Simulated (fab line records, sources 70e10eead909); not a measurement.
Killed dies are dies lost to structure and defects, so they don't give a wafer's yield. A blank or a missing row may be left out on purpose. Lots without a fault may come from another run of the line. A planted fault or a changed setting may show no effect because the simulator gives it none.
Chamber matching | flow nand_harc | NHARC_A_STAIRCASE_DESCUM_443 on rie_diel-04: 4 sister chambers
The step chemistry O2, time 3 s. 4 wafers are shown with their chamber, then 7 later ones without.

WAFERS WITH THEIR CHAMBER
wafer  | chamber | showerhead_plenum_p_Torr (Torr)
L075.3 | 1       | 2.01
L085.1 | 0       | 1.92
L091.1 | 3       | 1.98
L091.4 | 2       | 1.81

WAFERS WITHOUT THEIR CHAMBER
wafer  | showerhead_plenum_p_Torr (Torr)
L091.5 | 2.00
L092.1 | 2.00
L092.3 | 1.98
L092.5 | 1.81
L095.2 | 2.00
L095.4 | 1.92
L095.6 | 1.80

WHICH CHAMBER EACH WENT THROUGH
wafer  | from the rows above     | in truth
L091.5 | can't be placed: 1 or 3 | 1
L092.1 | can't be placed: 1 or 3 | 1
L092.3 | 3                       | 3
L092.5 | 2                       | 2
L095.2 | can't be placed: 1 or 3 | 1
L095.4 | 0                       | 0
L095.6 | 2                       | 2
Placed correctly: 4 of 7. Can't be placed from these rows: 3 (the true chamber is among the candidates in 3). Placed wrongly: 0.
How it was worked out, from the rows above alone: a wafer's distance from a chamber is the root of the sum, over the readings, of the square of ((its reading less the chamber's mean) divided by the reading's scatter). The wafer belongs to the nearest chamber; if the next one is less than 2 further off, it can't be placed. A chamber's mean is the mean of its shown wafers. The scatter: with one shown wafer a chamber, the root of the mean of the squares of how far each hidden wafer lies from its nearest shown one.
